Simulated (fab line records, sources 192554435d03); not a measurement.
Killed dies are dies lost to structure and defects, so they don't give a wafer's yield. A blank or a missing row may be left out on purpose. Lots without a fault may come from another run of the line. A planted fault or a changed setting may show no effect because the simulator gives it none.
Problem report in the 8D (eight disciplines) form, filled by code | flow n5_finfet | the parts of the form that need people (team, actions taken, sign-off) are left out

1. THE PROBLEM
killed_at_front_end at N5_PASSIVATION_PROBE_49 reads a mean of 1092 on 5 wafers of 3 lots; wafers without a fault read 40 with a standard deviation of 11. That is +96 standard deviations from the usual mean.
First seen on wafer L743.3, day 16 12:26, on prober-02. The record holds 8 wafers of 4 lots with a number at this step. Rule for "out", or "out of limits": more than 4 standard deviations from the usual mean. The other wafers with a number count as sound.

2. WHAT IT IS AND WHAT IT IS NOT
question                    | is                                                                                                                      | is not
which readings at this step | killed_at_front_end, defect_limited_yield, killed_dies, killed_on_rim, sort_bin_5_function, sort_n_pass, sort_yield_pct | killed_at_M0_to_M3, killed_at_M4_up, killed_at_contacts, killed_open, killed_short, sort_bin_6_memory, sort_bin_8_speed
which lots                  | L742, L743, L744                                                                                                        | L745
which wafers of those lots  | L742.3, L742.5, L743.3, L743.5, L744.5                                                                                  | L744.2
read on which tools         | prober-01, prober-02                                                                                                    | -
when                        | from day 16 12:26                                                                                                       | up to then (0 sound wafers); but 3 sound wafers of L744, L745 came after

3. SUSPECTS, AND WHAT RULES EACH OUT
Counting: a tool at a process step up to the reading stays a suspect if it ran every lot that is out. Sound lots after the first of them don't rule it out here, since some wafers of a struck lot are sound.
- rie_diel-02 at N5_FIN_CUT_ETCH_21 (etches SOC in N2/H2, target depth 219 nm, overetch 43.8 nm, time 523.5 s): kept. It ran every lot that is out, first L742 (day 4 21:28).
- rie_diel-04 at N5_PASSIVATION_ETCH_15 (etches SiCN in CF4/N2, target depth 75 nm, time 81.2 s): kept. It ran every lot that is out and that the record shows at this step, first L744 (day 16 09:50). N5_PASSIVATION_ETCH_15 gives no start for some lots, so the hours and the order of its lots are those of N5_PASSIVATION_CD_MEAS_44. The record shows only 1 of the 3 lots at this step.
- rie_diel-01 at N5_PASSIVATION_ETCH_54 (etches SiO2 in CHF3/O2, target depth 880 nm, time 440 s): kept. It ran every lot that is out and that the record shows at this step, first L744 (day 16 10:11). The record shows only 1 of the 3 lots at this step.
Left after counting: rie_diel-02 at N5_FIN_CUT_ETCH_21, rie_diel-04 at N5_PASSIVATION_ETCH_15, rie_diel-01 at N5_PASSIVATION_ETCH_54.

4. THE CAUSE (what the simulator had put in)
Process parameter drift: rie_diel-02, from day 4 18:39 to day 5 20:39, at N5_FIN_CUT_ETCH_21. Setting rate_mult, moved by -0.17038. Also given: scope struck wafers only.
Counting left 3 suspects, and this tool is among them.

5. THE CHAIN OF EFFECTS, in route order
Each row: a reading whose mean over the struck wafers that have a number lies more than 3 standard deviations from the usual. Only readings for which the record gives a usual standard deviation are gone through. hours: the time from each lot's start at the first step in this table that gives one to its start at this step, as a median over the lots. sigmas: the change in usual standard deviations.
hours | step                    | reading              | usual  | on struck wafers | change | sigmas
0     | N5_PASSIVATION_PROBE_49 | defect_limited_yield | 91.4 % | 2.0              | -89.4  | -64
0     | N5_PASSIVATION_PROBE_49 | killed_at_front_end  | 40     | 1092             | +1052  | +96
0     | N5_PASSIVATION_PROBE_49 | killed_dies          | 102    | 1156             | +1054  | +62
0     | N5_PASSIVATION_PROBE_49 | killed_on_rim        | 14     | 149              | +135   | +32
0     | N5_PASSIVATION_PROBE_49 | sort_bin_5_function  | 5.1 %  | 94.4             | +89.3  | +91
0     | N5_PASSIVATION_PROBE_49 | sort_n_pass          | 1077   | 24               | -1053  | -50
0     | N5_PASSIVATION_PROBE_49 | sort_yield_pct       | 91.3 % | 2.0              | -89.3  | -53
The process steps in it:
- N5_PASSIVATION_PROBE_49

6. WHAT WOULD HAVE CAUGHT IT SOONER
In this record the first reading out of limits was taken at day 16 12:26, 282 hours after the fault began at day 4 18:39.
Of the tool readings at N5_FIN_CUT_ETCH_21 for which the record gives a usual standard deviation, none was out on any struck wafer, so an alarm limit of 4 standard deviations on them would not have fired.
All the lots that are out (3) had begun N5_FIN_CUT_ETCH_21 on rie_diel-02 by day 16 12:26. A hold on the tool at that time would have spared none of them.
